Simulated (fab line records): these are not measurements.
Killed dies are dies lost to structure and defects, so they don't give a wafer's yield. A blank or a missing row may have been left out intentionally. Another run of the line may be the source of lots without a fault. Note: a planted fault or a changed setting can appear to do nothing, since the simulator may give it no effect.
fab line records / flow n5-finfet
record lots=4 wafers=12 last-day=17
route steps=1938 shown SD_EPI_P@306 SD_ACTIVATION@330 ILD0@335 PASSIVATION@1936
lots with no fault: from the same line, run without faults
start-h: hours from the record's first day to the start of the lot's first wafer shown / wait-h: hours from the lot's prior step to this one / " same as the row above / L1.1+2: several wafers, shown together as one row / - value missing, or start not given / * or withheld: withheld / < > ~ a bound
route shown NAME@n: NAME is a module with steps in the file, n the number in the route of the first one / usual: mean and standard deviation over wafers with no fault / same: alike in all rows / chamber/n: place in a boat / sites: the reading at each site / _std_site: standard deviation of those values / _edge_site: mean of outer sites minus mean of inner sites / radius-mm: how far each site lies from the wafer's centre / mask NAME#n: copy n / behind: the tool/chamber that last shaped the wafer / hold: reason for holding the lot/hours on hold/outcome of the hold / device: transistor that didn't switch, given as n, p or np / end of line: the route-end tests of the same wafers / step lacking rows: just its recipe / killed: dies that structure and defects cost at the first sort, which is not the same as the wafer's yield / map: a wafer's dies, x killed, . not, _ none there
set.NAME: the setting that was run; set.NAME@STEP: the one run at that earlier step / model.NAME: the simulator's own value behind a step, which no gauge read
a table for each step, a row for each wafer; lots at some steps of the route
## steps
# step N5_SD_EPI_P_DESCUM_14
# recipe chemistry=O2 time-s=7.9 source-power-w=50 bias-power-w=20 pressure-mtorr=20 rf-frequency-hz=2.712e+07 temp-c=40 resist=CAR-ArF-block o2-flow-sccm=225
# step N5_SD_EPI_P_ETCH_36
# recipe chemistry=CF4 target=SiARC target-depth-a=455 mask-material=CAR-ArF-block time-s=75.8 ion-energy-ev=80 pressure-mtorr=40 source-w=545 bias-w=36 Ar_flow_sccm=100 cf4-flow-sccm=100 ends=cleared
# step N5_SD_EPI_P_ETCH_37
# recipe chemistry=N2/H2 target=SOC overetch-a=1080 mask-material=SiARC temp-c=40 ion-energy-ev=100 source-w=3000 bias-w=133 pressure-mtorr=20 time-s=486 n2-flow-sccm=200 h2-flow-sccm=200 ends=end-point
# step N5_SD_EPI_P_STRIP_38
# recipe chemistry=N2/H2 temp-c=40 n2-flow-sccm=200 h2-flow-sccm=200 rf-frequency-hz=6e+07
# step N5_SD_EPI_P_ETCHBACK_46
# recipe chemistry=CH3F/O2 mode=anisotropic-etchback target=SiNx target-depth-a=175 stop-on=SiO2 over-etch-frac=0.3 ion-energy-ev=120 pressure-mtorr=30 source-w=395 bias-w=73 Ar_flow_sccm=150 CH3F_flow_sccm=30 O2_flow_sccm=20
# step N5_SD_EPI_P_ETCH_47
# recipe chemistry=CH3F/O2 target=SiOCN target-depth-a=250 mask-material=SOC ion-energy-ev=60 bias-w=29 pressure-mtorr=30 source-w=410 Ar_flow_sccm=150 CH3F_flow_sccm=30 O2_flow_sccm=20
# step N5_SD_EPI_P_ETCH_16
# recipe chemistry=CHF3/O2 target=SiO2 target-depth-a=50 mask-material=SOC pressure-mtorr=30 source-w=650 bias-w=170 Ar_flow_sccm=200 CHF3_flow_sccm=50 O2_flow_sccm=5 ion-energy-ev=200
# step N5_SD_EPI_P_STRIP_50
# recipe chemistry=CHF3/O2 resist=SiARC rf-frequency-hz=6e+07
# step N5_SD_EPI_P_SD_RECESS_17
# recipe chemistry=HBr/Cl2/O2 target-depth-a=391 bt-time-s=3 pressure-mtorr=10 icp-w=800 bias-w=112 HBr_flow_sccm=150 Cl2_flow_sccm=80 O2_flow_sccm=12
# step N5_SD_EPI_P_WET_ETCH_45
# recipe chemistry=dHF dilution=withheld time-s=10.7 target=SiO2 target-depth-a=20 temp-c=25 dry=ipa-marangoni rinse-time-s=30 rinse-temp-c=23
# step N5_SD_EPI_P_STRIP_40
# recipe chemistry=N2/H2 power-w=1000 temp-c=250 h2-frac=0.65 overash-fraction=0.3 pressure-mtorr=withheld n2-flow-sccm=1750 h2-flow-sccm=3250
# usual drypump-motor-current-A=5.61/0.25 heater-power-w=362/31 oes-product-au=0.761/0.011
lot.wafer=L991.2 tool=plasma-asher-02 chamber=1 start-h=98.73 wait-h=0.0 drypump-motor-current-A=5.81 heater-power-w=376 oes-product-au=0.767 rf-hours-counter-h=96
lot.wafer=L991.3 tool=plasma-asher-02 chamber=1 start-h=98.73 wait-h=0.0 drypump-motor-current-A=5.81 heater-power-w=360 oes-product-au=0.758 rf-hours-counter-h=-
lot.wafer=L991.4 tool=plasma-asher-02 chamber=0 start-h=98.73 wait-h=0.0 drypump-motor-current-A=5.24 heater-power-w=308 oes-product-au=0.744 rf-hours-counter-h=-
lot.wafer=L100.4 tool=plasma-asher-01 chamber=1 start-h=159.38 wait-h=0.0 drypump-motor-current-A=5.53 heater-power-w=388 oes-product-au=0.763 rf-hours-counter-h=-
lot.wafer=L100.5 tool=plasma-asher-01 chamber=0 start-h=159.38 wait-h=0.0 drypump-motor-current-A=5.88 heater-power-w=371 oes-product-au=0.766 rf-hours-counter-h=-
lot.wafer=L100.6 tool=plasma-asher-01 chamber=1 start-h=159.38 wait-h=0.0 drypump-motor-current-A=5.53 heater-power-w=396 oes-product-au=0.770 rf-hours-counter-h=-
lot.wafer=L101.2 tool=plasma-asher-02 chamber=0 start-h=163.30 wait-h=0.0 drypump-motor-current-A=5.17 heater-power-w=296 oes-product-au=0.760 rf-hours-counter-h=109
lot.wafer=L101.4 tool=plasma-asher-02 chamber=1 start-h=163.30 wait-h=0.0 drypump-motor-current-A=5.79 heater-power-w=375 oes-product-au=0.770 rf-hours-counter-h=-
lot.wafer=L101.5 tool=plasma-asher-02 chamber=1 start-h=163.30 wait-h=0.0 drypump-motor-current-A=5.78 heater-power-w=372 oes-product-au=0.753 rf-hours-counter-h=-
lot.wafer=L102.2 tool=plasma-asher-02 chamber=1 start-h=164.89 wait-h=0.0 drypump-motor-current-A=5.83 heater-power-w=366 oes-product-au=0.761 rf-hours-counter-h=110
lot.wafer=L102.3 tool=plasma-asher-02 chamber=1 start-h=164.89 wait-h=0.0 drypump-motor-current-A=5.84 heater-power-w=366 oes-product-au=0.748 rf-hours-counter-h=-
lot.wafer=L102.5 tool=plasma-asher-02 chamber=1 start-h=164.89 wait-h=0.0 drypump-motor-current-A=5.82 heater-power-w=371 oes-product-au=0.761 rf-hours-counter-h=-
# step N5_SD_EPI_P_PRECLEAN_52
# recipe chemistry=O3/DIW time-s=60 temp-c=22 o3-ppm=10
# step N5_SD_EPI_P_SRD_20
# recipe dry=ipa-marangoni do-ppb=5 time-s=30 temp-c=23 rinse-liquid=diw
# step N5_SD_EPI_P_PRECLEAN_51
# recipe chemistry=NF3:NH3 afs-cycles=1 temp-c=30 time-s=20 sublimation-temp-c=180 sublimation-time-s=60 pressure-torr=3 rf-power-w=30
# step N5_SD_EPI_P_VAPOR_ETCH_44
# recipe chemistry=NF3/Ar target=SiGe30 temp-c=25 time-s=3.3 mode=isotropic
# step N5_SD_EPI_P_EPI_21
# recipe material=SiGe:B dopant=B temp-c=550 pressure-torr=20 ambient=H2 time-s=355
# step N5_SD_EPI_P_HM_STRIP_48
# recipe chemistry=H3PO4 temp-c=160 material=SiNx target=SiNx target-depth-a=30 overetch-fraction=0.3
# step N5_SD_EPI_P_SRD_49
# recipe dry=ipa-marangoni time-s=30 temp-c=23 rinse-liquid=diw
# step N5_SD_EPI_P_PRECLEAN_24
# recipe chemistry=O3/DIW time-s=45 temp-c=22 o3-ppm=10
# step N5_SD_EPI_P_PRECLEAN_32
# recipe chemistry=dHF time-s=10 dilution=500:1 temp-c=25
# step N5_SD_EPI_P_PRECLEAN_33
# recipe chemistry=SC2 time-s=45 temp-c=35 mix=1:1:50
# step N5_SD_EPI_P_SRD_25
# recipe time-s=30 temp-c=23 rinse-liquid=diw dry=ipa-marangoni
# step N5_SD_EPI_P_INSPECT_26
# recipe inspect-instrument=darkfield mode=post-epi
# usual raw-defect-count=173/35
lot.wafer=L991.2 tool=defect-inspect-02 chamber=- start-h=101.62 wait-h=0.0 raw-defect-count=170
lot.wafer=L991.3 tool=defect-inspect-02 chamber=- start-h=101.62 wait-h=0.0 raw-defect-count=177
lot.wafer=L991.4 tool=defect-inspect-02 chamber=- start-h=101.62 wait-h=0.0 raw-defect-count=157
lot.wafer=L100.4 tool=defect-inspect-02 chamber=- start-h=162.25 wait-h=0.0 raw-defect-count=178
lot.wafer=L100.5 tool=defect-inspect-02 chamber=- start-h=162.25 wait-h=0.0 raw-defect-count=170
lot.wafer=L100.6 tool=defect-inspect-02 chamber=- start-h=162.25 wait-h=0.0 raw-defect-count=176
lot.wafer=L101.2 tool=defect-inspect-02 chamber=- start-h=166.30 wait-h=0.0 raw-defect-count=660
lot.wafer=L101.4 tool=defect-inspect-02 chamber=- start-h=166.30 wait-h=0.0 raw-defect-count=627
lot.wafer=L101.5 tool=defect-inspect-02 chamber=- start-h=166.30 wait-h=0.0 raw-defect-count=628
lot.wafer=L102.2 tool=defect-inspect-01 chamber=- start-h=167.79 wait-h=0.0 raw-defect-count=578
lot.wafer=L102.3 tool=defect-inspect-01 chamber=- start-h=167.79 wait-h=0.0 raw-defect-count=593
lot.wafer=L102.5 tool=defect-inspect-01 chamber=- start-h=167.79 wait-h=0.0 raw-defect-count=583
# step N5_SD_ACTIVATION_RTA_00
# recipe temp-c=975 time-s=0 ambient=N2 idle-temp-c=600 ramp-up-c-per-s=150 ramp-down-c-per-s=60 cool-to-c=600
# step N5_SD_ACTIVATION_LSA_01
# recipe temp-c=1080 time-s=0.0008 ambient=N2
# step N5_SD_ACTIVATION_INSPECT_02
# recipe inspect-instrument=darkfield mode=post-anneal
# usual raw-defect-count=174/34
lot.wafer=L991.2 tool=defect-inspect-01 chamber=- start-h=102.42 wait-h=0.1 raw-defect-count=162
lot.wafer=L991.3 tool=defect-inspect-01 chamber=- start-h=102.42 wait-h=0.1 raw-defect-count=185
lot.wafer=L991.4 tool=defect-inspect-01 chamber=- start-h=102.42 wait-h=0.1 raw-defect-count=150
lot.wafer=L100.4 tool=defect-inspect-02 chamber=- start-h=163.01 wait-h=0.1 raw-defect-count=188
lot.wafer=L100.5 tool=defect-inspect-02 chamber=- start-h=163.01 wait-h=0.1 raw-defect-count=170
lot.wafer=L100.6 tool=defect-inspect-02 chamber=- start-h=163.01 wait-h=0.1 raw-defect-count=172
lot.wafer=L101.2 tool=defect-inspect-01 chamber=- start-h=167.07 wait-h=0.1 raw-defect-count=649
lot.wafer=L101.4 tool=defect-inspect-01 chamber=- start-h=167.07 wait-h=0.1 raw-defect-count=620
lot.wafer=L101.5 tool=defect-inspect-01 chamber=- start-h=167.07 wait-h=0.1 raw-defect-count=617
lot.wafer=L102.2 tool=defect-inspect-02 chamber=- start-h=168.64 wait-h=0.1 raw-defect-count=597
lot.wafer=L102.3 tool=defect-inspect-02 chamber=- start-h=168.64 wait-h=0.1 raw-defect-count=620
lot.wafer=L102.5 tool=defect-inspect-02 chamber=- start-h=168.64 wait-h=0.1 raw-defect-count=591
# step N5_ILD0_LINER_00
# recipe material=SiNx target-thk-a=40 temp-c=400 ald-precursor-family=SiH2I2 ald-co-reactant=N2/H2-plasma pulse-time-s=1 purge-time-s=2 co-reactant-purge-time-s=2 ald-cycles=80 pressure-torr=2
# step N5_PASSIVATION_PROBE_49
# usual killed_at_M0_to_M3=33/9.9 killed_at_M4_up=15/5.6 killed-at-contacts=13/5.7 killed-at-front-end=38/12 killed-at-other=4/3.1 killed-dies=103/17 killed-on-rim=13/4 killed-open=66/13 killed-short=32/7.8
# same gross-dies=1180 killed-at-back-side=0
lot.wafer=L991.2 tool=prober-01 chamber=- start-h=324.90 wait-h=0.1 killed_at_M0_to_M3=31 killed_at_M4_up=31 killed-at-contacts=8 killed-at-front-end=27 killed-at-other=1 killed-dies=98 killed-on-rim=11 killed-open=70 killed-short=22
lot.wafer=L991.3 tool=prober-01 chamber=- start-h=324.95 wait-h=0.1 killed_at_M0_to_M3=24 killed_at_M4_up=23 killed-at-contacts=14 killed-at-front-end=48 killed-at-other=5 killed-dies=114 killed-on-rim=17 killed-open=82 killed-short=28
lot.wafer=L991.4 tool=prober-01 chamber=- start-h=325.00 wait-h=0.2 killed_at_M0_to_M3=16 killed_at_M4_up=25 killed-at-contacts=8 killed-at-front-end=25 killed-at-other=4 killed-dies=78 killed-on-rim=14 killed-open=47 killed-short=23
lot.wafer=L100.4 tool=prober-01 chamber=- start-h=379.96 wait-h=0.2 killed_at_M0_to_M3=21 killed_at_M4_up=14 killed-at-contacts=16 killed-at-front-end=32 killed-at-other=8 killed-dies=91 killed-on-rim=10 killed-open=70 killed-short=19
lot.wafer=L100.5 tool=prober-01 chamber=- start-h=380.01 wait-h=0.2 killed_at_M0_to_M3=48 killed_at_M4_up=20 killed-at-contacts=6 killed-at-front-end=26 killed-at-other=1 killed-dies=101 killed-on-rim=14 killed-open=63 killed-short=34
lot.wafer=L100.6 tool=prober-01 chamber=- start-h=380.06 wait-h=0.3 killed_at_M0_to_M3=55 killed_at_M4_up=18 killed-at-contacts=8 killed-at-front-end=43 killed-at-other=1 killed-dies=125 killed-on-rim=15 killed-open=81 killed-short=43
lot.wafer=L101.2 tool=prober-01 chamber=- start-h=389.09 wait-h=0.1 killed_at_M0_to_M3=49 killed_at_M4_up=12 killed-at-contacts=11 killed-at-front-end=135 killed-at-other=9 killed-dies=216 killed-on-rim=27 killed-open=59 killed-short=45
lot.wafer=L101.4 tool=prober-01 chamber=- start-h=389.19 wait-h=0.2 killed_at_M0_to_M3=34 killed_at_M4_up=31 killed-at-contacts=10 killed-at-front-end=101 killed-at-other=5 killed-dies=181 killed-on-rim=40 killed-open=81 killed-short=36
lot.wafer=L101.5 tool=prober-01 chamber=- start-h=389.24 wait-h=0.2 killed_at_M0_to_M3=29 killed_at_M4_up=15 killed-at-contacts=19 killed-at-front-end=87 killed-at-other=1 killed-dies=151 killed-on-rim=29 killed-open=74 killed-short=19
lot.wafer=L102.2 tool=prober-01 chamber=- start-h=396.75 wait-h=0.1 killed_at_M0_to_M3=26 killed_at_M4_up=6 killed-at-contacts=12 killed-at-front-end=92 killed-at-other=5 killed-dies=141 killed-on-rim=28 killed-open=49 killed-short=26
lot.wafer=L102.3 tool=prober-01 chamber=- start-h=396.80 wait-h=0.1 killed_at_M0_to_M3=41 killed_at_M4_up=18 killed-at-contacts=12 killed-at-front-end=91 killed-at-other=6 killed-dies=168 killed-on-rim=33 killed-open=66 killed-short=37
lot.wafer=L102.5 tool=prober-01 chamber=- start-h=396.90 wait-h=0.2 killed_at_M0_to_M3=42 killed_at_M4_up=7 killed-at-contacts=18 killed-at-front-end=85 killed-at-other=11 killed-dies=163 killed-on-rim=34 killed-open=71 killed-short=35
# killed by level:class
L991.2 BEOL_M3:geometric-particle:open=13 BEOL_M4:geometric-particle:open=12 MOL_CONTACT_COAG:geometric-particle:open=7 BEOL_M7:geometric-particle:open=6 STI_FIN_REVEAL:geometric-particle:open=5 BEOL_M3:geometric-particle:short=5 FIN_SAQP:geometric-particle:open=4 FIN_SAQP:geometric-particle:short=4
L991.3 FIN_SAQP:geometric-particle:open=13 MOL_CONTACT_COAG:geometric-particle:open=13 FIN_SAQP:geometric-particle:short=10 BEOL_M4:geometric-particle:open=9 BEOL_M2:geometric-particle:open=7 STI_FIN_REVEAL:geometric-particle:open=6 BEOL_M3:geometric-particle:open=6 DUMMY_GATE:geometric-particle:open=5
L991.4 BEOL_M4:geometric-particle:open=10 MOL_CONTACT_COAG:geometric-particle:open=6 GATE_CUT:geometric-particle:short=5 BEOL_M2:geometric-particle:open=5 FIN_SAQP:geometric-particle:open=4 BEOL_M1:geometric-particle:open=4 ILD0:geometric-particle:open=3 BEOL_M3:geometric-particle:open=3
L100.4 MOL_CONTACT_COAG:geometric-particle:open=12 DUMMY_GATE:geometric-particle:open=10 STI_FIN_REVEAL:geometric-particle:open=7 BEOL_M2:geometric-particle:open=7 BEOL_M3:geometric-particle:open=6 BEOL_M5:geometric-particle:open=6 BEOL_M4:geometric-particle:open=5 MOL_CONTACT_COAG:geometric-particle:short=4
L100.5 BEOL_M2:geometric-particle:open=12 STI_FIN_REVEAL:geometric-particle:open=11 BEOL_M4:geometric-particle:open=10 BEOL_M0_SAQP:geometric-particle:short=9 BEOL_M0:geometric-particle:open=7 BEOL_M1:geometric-particle:open=6 MOL_CONTACT_COAG:geometric-particle:open=5 BEOL_M2:geometric-particle:short=5
L100.6 BEOL_M2:geometric-particle:open=17 BEOL_M0_SAQP:geometric-particle:short=15 STI_FIN_REVEAL:geometric-particle:open=12 BEOL_M0_SAQP:geometric-particle:open=9 FIN_SAQP:geometric-particle:open=8 DUMMY_GATE:geometric-particle:open=7 MOL_CONTACT_COAG:geometric-particle:open=5 BEOL_M4:geometric-particle:open=5
L101.2 SD_EPI_P:unspecified=107 BEOL_M3:geometric-particle:open=15 BEOL_M0_SAQP:geometric-particle:open=8 BEOL_M0_SAQP:geometric-particle:short=7 MOL_CONTACT_COAG:geometric-particle:open=6 GATE_CUT:geometric-particle:short=5 BEOL_M2:geometric-particle:open=5 BEOL_M6:geometric-particle:open=5
L101.4 SD_EPI_P:unspecified=59 BEOL_M4:geometric-particle:open=19 FIN_SAQP:geometric-particle:open=14 BEOL_M3:geometric-particle:open=10 FIN_SAQP:geometric-particle:short=7 BEOL_M4:geometric-particle:short=7 MOL_CONTACT_COAG:geometric-particle:open=7 BEOL_M1:geometric-particle:open=7
L101.5 SD_EPI_P:unspecified=54 MOL_CONTACT_COAG:geometric-particle:open=17 BEOL_M2:geometric-particle:open=12 BEOL_M4:geometric-particle:open=10 FIN_SAQP:geometric-particle:open=7 DUMMY_GATE:geometric-particle:open=5 ILD0:geometric-particle:short=5 BEOL_M0_SAQP:geometric-particle:open=5
L102.2 SD_EPI_P:unspecified=62 MOL_CONTACT_COAG:geometric-particle:open=10 BEOL_M1:geometric-particle:open=10 STI_FIN_REVEAL:geometric-particle:open=6 BEOL_M3:geometric-particle:open=6 FIN_SAQP:geometric-particle:open=5 DUMMY_GATE:geometric-particle:short=5 GATE_CUT:geometric-particle:short=4
L102.3 SD_EPI_P:unspecified=62 BEOL_M0_SAQP:geometric-particle:short=14 MOL_CONTACT_COAG:geometric-particle:open=10 BEOL_M0_SAQP:geometric-particle:open=10 BEOL_M2:geometric-particle:open=8 BEOL_M4:geometric-particle:open=6 STI_FIN_REVEAL:geometric-particle:open=4 DUMMY_GATE:geometric-particle:open=4
L102.5 SD_EPI_P:unspecified=50 MOL_CONTACT_COAG:geometric-particle:open=16 BEOL_M1:geometric-particle:open=10 BEOL_M0_SAQP:geometric-particle:open=8 BEOL_M0_SAQP:geometric-particle:short=7 FIN_SAQP:geometric-particle:open=6 STI_FIN_REVEAL:geometric-particle:open=6 BEOL_M1:geometric-particle:short=6
# map L101.2 (x killed, . not)
_________________...xx.......________________
______________...x........x..x.._____________
___________............x...........__________
__________.............x.xx.......x._________
________.......x..........x..........._______
_______x.................x.....x.......______
______..x...x....xx......x.....x.x......_____
_____.......................x.......x....____
____.....x.....x........x.x.....x.........___
___.x.................x.................x..__
___...........................x........x...__
__.....................x..x.............x.xx_
__.......................x....x..x.........._
_.........x..............x...........xx...x..
_........x...............................x...
_.................................xx.........
_.xx.........................................
_x..............x..x................x.....x..
_...........................x..........x...x.
_x........x.....x............................
_..........x.x................x..............
__..xx.........xx..x.........x............x._
__...x.........x.....x...x......xx.x........_
___..x..x...xxxxxx.....x....x..............__
___.....x.x.x.xxxxxxxxxx......x.....x......__
____........xxxxxxxxxxxxx...............x.___
_____.x.x...xxxxxxxxxxx..x...............____
______.....xxxxxxxxxxx.x....x..........._____
_______..x..xxxxxxxxxxxx......x...x....______
________....xxxxxxxxxxxxxx.......x..xx_______
__________.x.xxxxxxxxx...xx.......x._________
___________..xxxxxx.xxx.x.....x....__________
______________x.xxxxx..x...x.x.._____________
_________________xx.xx.......________________
# map L102.3 (x killed, . not)
_________________........x.xx________________
______________..x....x.........x_____________
___________........................__________
__________....x......x........x....._________
________......x...............x..x...x_______
_______x......x.........x..............______
______......x................x.......x.._____
_____........x...........x.............x.____
____...............xx..x.........x........___
___........x.........x.....................__
___......x...........xx...............xx.x.__
__.x............x..........................._
__x.........x.......................x......._
_..............xx....x.......x...............
_..x.x.............x.........x........x.x....
_..x........x.....................x.......x..
_.....x............x.....x...................
_.x.....................xxx...x..............
_.x...x.................x..xx................
_..............x.........x...................
_.............x............................x.
__...........x.......x..xx......x...x.x....._
__.x..x.......x...................x....x...._
___.....x..................................__
___...............x.......x.x.x....x.......__
____...........x...x..............x...x...___
_____........x...x.............x..x.....x____
______.........x..x....................._____
_______........xx..xxxx..x.............______
________..x.xxx.xxxxxxx...........x..._______
__________..xxxxxxxxxxxx....x......._________
___________xxxxxxxxxxxx.x..........__________
______________xxxxxxxxxxxxx....x_____________
_________________xxxxxxxxxx..________________
## key
first-sign step=N5_SD_EPI_P_INSPECT_26 reading=raw-defect-count direction=up sigmas=13 usual=173 struck=612
effect step=N5_SD_ACTIVATION_INSPECT_02 reading=raw-defect-count direction=up sigmas=13 usual=174 struck=616
effect step=N5_PASSIVATION_PROBE_49 reading=killed-at-front-end direction=up sigmas=5.2 usual=38 struck=98
more-kills-born-at N5_SD_EPI_P_STRIP_40@plasma-asher-02=394
met-at N5_SD_EPI_P_STRIP_40
struck-wafers L101.2,L101.4,L101.5,L102.2,L102.3,L102.5
tester-left-out L101,L102
onset-between 98.73 163.30
also-fits time
fault kind=chamber-particle-source tool=plasma-asher-02 chamber=- onset-h=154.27 steps=N5_SD_EPI_P_STRIP_40 rate-per-visit-cm2=0.67474 end-h=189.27
# tester-left-out: of these lots the tester's yield and bins aren't shown, on N5 and GAA mostly nor the transistor test; their killed dies are dies lost to structure and defects alone, not to doping, threshold or leakage, so they don't give the yield
